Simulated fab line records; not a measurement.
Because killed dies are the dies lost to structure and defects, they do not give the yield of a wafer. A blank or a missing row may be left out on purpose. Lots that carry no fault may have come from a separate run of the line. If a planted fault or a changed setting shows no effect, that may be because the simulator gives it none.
fab line records	flow nandHarc	part 2 of 2: steps 5 to 6 of 6
record lots=23	wafers=69	lastDay=25
route steps=1159 shown A_STAIRCASE@532
lots that met no fault: from a run of the same line without faults
startH: start of the lot's first displayed wafer, in hours after the record's first day	waitH: time in hours since the lot's previous step	" the same as in the row above	L1.1+2: several wafers, shown together as one row	- no value, or no start given	* or withheld: withheld	< > ~ a bound
route shown NAME@n: NAME is a module with steps in the file, n the number in the route of the first one	usual: mean/standard deviation taken from wafers without a fault	same: alike in all rows	chamber/n: place in a boat	sites: the reading at each site	_std_site: their standard deviation	_edge_site: inner sites' mean taken away from outer sites' mean	radiusMm: how far each site lies from the wafer's centre	mask NAME#n: copy n	behind: tool/chamber where the wafer was last shaped	hold: why the lot went on hold/how many hours it stayed there/how the hold came to an end	device: the n, p or np transistor that did not switch	end of line: the same wafers' tests at the end of the route	a step given without rows: its recipe and nothing more	killed: at the first sort, the dies lost to defects and structure; wafer yield is something else	map: shows each die of a wafer: x if killed, . if not, _ if none is there
set.NAME: the setting that was run; set.NAME@STEP: the one run at that earlier step	model.NAME: the simulator's own value behind a step, which no gauge read
a sample of lots followed through the steps of the route, with each step as a table and each wafer as a row
services: a tool's chamber out of use, with start hour (startH, from the record's first day; less than 0 if before it), hours out, and reason
## steps
# step NHARC_A_STAIRCASE_ETCH_223
# recipe targetDepthA=1000	timeS=40.5	ionEnergyEv=400	c4f8FlowSccm=20	o2FlowSccm=10	arFlowSccm=withheld	rfW=600	biasW=1000	chemistry=C4F8/O2
# usual oesProductAu=0.936/0.012	rfVppV=895/5.7
lot.wafer	tool	chamber	startH	waitH	oesProductAu	rfHoursCounterH	rfVppV
L074.1	rieDiel-02	0	-	-	0.929	36	897
L074.2	"	1	"	"	0.939	36	896
L074.3	"	2	"	"	0.955	35	905
L075.1	rieDiel-05	2	-	-	0.924	25	901
L075.3	"	3	"	"	0.926	26	900
L075.2	"	1	"	"	0.942	31	889
L077.1	rieDiel-13	1	-	-	0.913	53	888
L077.3	"	3	"	"	0.936	56	887
L077.6	"	1	"	"	0.914	-	887
L076.1	rieDiel-02	3	-	-	0.934	38	886
L076.4	"	2	"	"	0.933	39	905
L076.6	"	0	"	"	0.941	-	899
L079.1	rieDiel-13	2	-	-	0.934	59	900
L079.2	"	3	"	"	0.911	57	889
L079.6	"	2	"	"	0.945	-	899
L078.3	rieDiel-13	0	-	-	0.932	56	896
L078.1	"	1	"	"	0.911	55	887
L078.6	"	2	"	"	0.938	-	900
L081.2	rieDiel-13	3	-	-	0.949	0	887
L081.3	"	1	"	"	0.928	0	887
L081.4	"	2	"	"	0.969	0	900
L083.1	rieDiel-13	3	-	-	0.939	3	887
L083.3	"	0	"	"	0.949	3	898
L083.4	"	1	"	"	0.934	2	887
L080.4	rieDiel-05	0	-	-	0.939	47	897
L080.3	"	1	"	"	0.950	46	889
L080.1	"	2	"	"	0.940	38	900
L082.3	rieDiel-05	1	-	-	0.923	48	889
L082.1	"	3	"	"	0.923	41	900
L082.5	"	0	"	"	0.939	-	896
L084.2	rieDiel-02	3	-	-	0.936	54	886
L084.3	"	1	"	"	0.934	54	897
L084.4	"	3	"	"	0.952	-	886
L089.3	rieDiel-13	3	-	-	0.939	12	886
L089.5	"	1	"	"	0.919	-	888
L089.6	"	2	"	"	0.947	-	900
L085.3	rieDiel-05	2	-	-	0.910	47	898
L085.1	"	3	"	"	0.924	50	899
L085.4	"	1	"	"	0.929	56	889
L086.4	rieDiel-02	2	-	-	0.938	62	906
L086.3	"	1	"	"	0.929	64	896
L086.6	"	3	"	"	0.941	-	886
L087.4	rieDiel-02	0	-	-	0.931	62	899
L087.6	"	1	"	"	0.920	-	897
L087.5	"	2	"	"	0.955	-	905
L088.4	rieDiel-05	2	-	-	0.929	50	898
L088.2	"	3	"	"	0.935	54	898
L088.1	"	1	"	"	0.962	60	891
L091.3	rieDiel-02	0	-	-	0.928	5	899
L091.2	"	2	"	"	0.940	5	904
L091.4	"	2	"	"	0.942	-	904
L093.3	rieDiel-13	3	-	-	0.936	30	885
L093.2	"	0	"	"	0.941	30	895
L093.6	"	0	"	"	0.947	-	896
L094.3	rieDiel-05	3	-	-	0.956	4	898
L094.2	"	0	"	"	0.933	4	895
L094.5	"	3	"	"	0.953	-	898
L092.2	rieDiel-05	2	-	-	0.939	5	899
L092.5	"	0	"	"	0.933	-	897
L092.6	"	1	"	"	0.956	-	889
L096.4	rieDiel-02	1	-	-	0.946	16	896
L096.5	"	3	"	"	0.951	-	907
L096.6	"	0	"	"	0.930	-	899
L095.1	rieDiel-05	1	-	-	0.966	8	890
L095.2	"	2	"	"	0.938	8	898
L095.4	"	3	"	"	0.952	9	897
L097.2	rieDiel-13	2	-	-	0.936	35	899
L097.1	"	3	"	"	0.922	41	887
L097.5	"	2	"	"	0.924	-	897
# step NHARC_A_STAIRCASE_TRIM_226
# recipe timeS=211.2	o2FlowSccm=500	arFlowSccm=0	biasW=0	chemistry=O2
# usual drypumpMotorCurrentA=5.7/0.38	oesProductAu=0.996/0.011	rfVppV=57.7/0.86	showerheadPlenumPTorr=3.51/0.15	throttleValvePct=17.035/0.0094
lot.wafer	tool	chamber	startH	waitH	drypumpMotorCurrentA	oesProductAu	rfHoursCounterH	rfVppV	showerheadPlenumPTorr	throttleValvePct
L074.1	rieDiel-02	3	-	-	6.3	0.996	34	57.8	3.28	17.028
L074.2	"	1	"	"	6.1	1.000	37	57.3	3.55	17.036
L074.3	"	2	"	"	5.0	1.012	35	58.2	3.79	17.048
L075.1	rieDiel-05	2	-	-	5.7	0.980	25	57.7	3.61	17.043
L075.3	"	3	"	"	5.4	0.985	26	58.5	3.62	17.025
L075.2	"	0	"	"	6.3	1.002	32	56.3	3.54	17.030
L077.1	rieDiel-13	0	-	-	5.6	0.988	54	57.0	3.53	17.036
L077.3	"	1	"	"	5.8	0.976	53	57.8	3.31	17.045
L077.6	"	1	"	"	5.8	0.981	-	56.6	3.31	17.024
L076.1	rieDiel-02	0	-	-	5.6	0.996	40	57.8	3.62	17.043
L076.4	"	3	"	"	6.3	1.000	38	58.7	3.28	17.031
L076.6	"	1	"	"	6.1	0.996	-	58.3	3.55	17.037
L079.2	rieDiel-13	2	-	-	5.3	1.002	59	57.7	3.64	17.027
L079.1	"	0	"	"	5.6	1.002	55	57.4	3.53	17.043
L079.6	"	2	"	"	5.3	1.000	-	58.4	3.64	17.025
L078.1	rieDiel-13	1	-	-	5.8	0.978	57	58.4	3.30	17.032
L078.3	"	2	"	"	5.3	0.997	63	58.7	3.64	17.038
L078.6	"	3	"	"	6.1	0.987	-	57.7	3.29	17.038
L081.3	rieDiel-13	3	-	-	6.1	0.997	0	57.1	3.29	17.022
L081.4	"	0	"	"	5.6	0.990	0	56.8	3.53	17.030
L081.2	"	1	"	"	5.8	0.979	0	57.8	3.30	17.036
L083.3	rieDiel-13	1	-	-	5.8	0.974	2	57.2	3.30	17.028
L083.1	"	2	"	"	5.3	1.016	3	57.5	3.64	17.042
L083.4	"	3	"	"	6.1	0.987	3	57.6	3.29	17.046
L080.3	rieDiel-05	2	-	-	5.7	0.992	38	57.9	3.61	17.036
L080.1	"	3	"	"	5.3	0.985	40	57.5	3.61	17.047
L080.4	"	0	"	"	6.3	1.005	48	58.2	3.54	17.053
L082.3	rieDiel-05	0	-	-	6.3	1.000	50	57.6	3.54	17.036
L082.1	"	2	"	"	5.7	0.978	40	57.9	3.60	17.047
L082.5	"	1	"	"	5.6	0.998	-	55.7	3.38	17.041
L084.3	rieDiel-02	1	-	-	6.1	0.987	54	57.4	3.54	17.033
L084.2	"	2	"	"	5.0	1.015	54	58.6	3.78	17.042
L084.4	"	3	"	"	6.3	1.011	-	56.7	3.27	17.029
L089.3	rieDiel-13	1	-	-	5.8	0.983	14	56.9	3.30	17.038
L089.5	"	0	"	"	5.6	1.003	-	58.2	3.52	17.049
L089.6	"	1	"	"	5.7	0.985	-	55.6	3.30	17.011
L085.4	rieDiel-05	1	-	-	5.6	1.013	56	57.0	3.37	17.035
L085.1	"	2	"	"	5.7	0.975	47	58.5	3.60	17.028
L085.3	"	3	"	"	5.3	0.987	51	58.1	3.60	17.039
L086.4	rieDiel-02	3	-	-	6.3	0.993	61	57.5	3.26	17.050
L086.3	"	0	"	"	5.6	0.994	62	57.7	3.60	17.053
L086.6	"	2	"	"	5.1	1.001	-	57.8	3.77	17.037
L087.4	rieDiel-02	3	-	-	6.3	0.991	61	56.5	3.26	17.026
L087.6	"	2	"	"	5.0	1.007	-	58.1	3.77	17.038
L087.5	"	3	"	"	6.3	0.980	-	56.8	3.26	17.025
L088.1	rieDiel-05	3	-	-	5.3	0.981	54	57.3	3.60	17.042
L088.2	"	0	"	"	6.3	0.996	63	57.1	3.53	17.023
L088.4	"	1	"	"	5.6	1.000	60	57.1	3.37	17.028
L091.2	rieDiel-02	0	-	-	5.6	1.001	5	57.9	3.60	17.044
L091.3	"	2	"	"	5.0	1.021	5	58.9	3.77	17.027
L091.4	"	0	"	"	5.6	0.997	-	57.8	3.60	17.039
L093.3	rieDiel-13	2	-	-	5.3	1.018	24	59.3	3.63	17.028
L093.2	"	0	"	"	5.6	0.994	30	56.9	3.51	17.029
L093.6	"	2	"	"	5.3	1.006	-	57.8	3.63	17.044
L094.2	rieDiel-05	1	-	-	5.6	1.001	4	57.6	3.37	17.031
L094.3	"	2	"	"	5.7	0.996	4	58.0	3.60	17.033
L094.5	"	2	"	"	5.7	0.993	-	58.0	3.60	17.036
L092.2	rieDiel-05	3	-	-	5.3	1.015	6	57.7	3.60	17.026
L092.5	"	1	"	"	5.6	1.003	-	55.8	3.37	17.011
L092.6	"	2	"	"	5.7	0.993	-	57.5	3.59	17.039
L096.4	rieDiel-02	1	-	-	6.1	0.997	16	57.7	3.53	17.024
L096.5	"	2	"	"	5.0	1.017	-	58.4	3.76	17.033
L096.6	"	3	"	"	6.4	1.005	-	59.1	3.81	17.031
L095.1	rieDiel-05	3	-	-	5.3	1.005	10	58.2	3.59	17.045
L095.4	"	0	"	"	6.3	0.994	10	58.2	3.52	17.034
L095.2	"	2	"	"	5.7	0.994	8	57.0	3.59	17.029
L097.2	rieDiel-13	1	-	-	5.8	0.989	41	58.3	3.28	17.033
L097.1	"	2	"	"	5.3	0.998	35	58.8	3.62	17.029
L097.5	"	3	"	"	6.1	0.994	-	55.9	3.27	17.039
## services
tool	chamber	startH	hours	kind
rieDiel-02	0	233.58	-	clean
rieDiel-02	1	233.58	-	clean
rieDiel-02	2	233.58	-	clean
rieDiel-02	3	233.58	-	clean
rieDiel-05	3	249.08	2.5	repair
rieDiel-02	0	258.08	-	clean
rieDiel-02	1	258.08	-	clean
rieDiel-02	2	258.08	-	clean
rieDiel-02	3	258.08	-	clean
rieDiel-13	-	276.17	9.0	pm
rieDiel-02	0	282.59	-	clean
rieDiel-02	1	282.59	-	clean
rieDiel-02	2	282.59	-	clean
rieDiel-02	3	282.59	-	clean
rieDiel-02	0	297.39	8.6	repair
rieDiel-13	3	306.33	3.1	repair
rieDiel-02	0	307.09	-	clean
rieDiel-02	1	307.09	-	clean
rieDiel-02	2	307.09	-	clean
rieDiel-02	3	307.09	-	clean
rieDiel-02	-	327.74	9.0	pm
rieDiel-05	-	340.66	9.0	pm
rieDiel-02	3	340.85	15.6	repair
rieDiel-02	3	376.00	1.2	repair
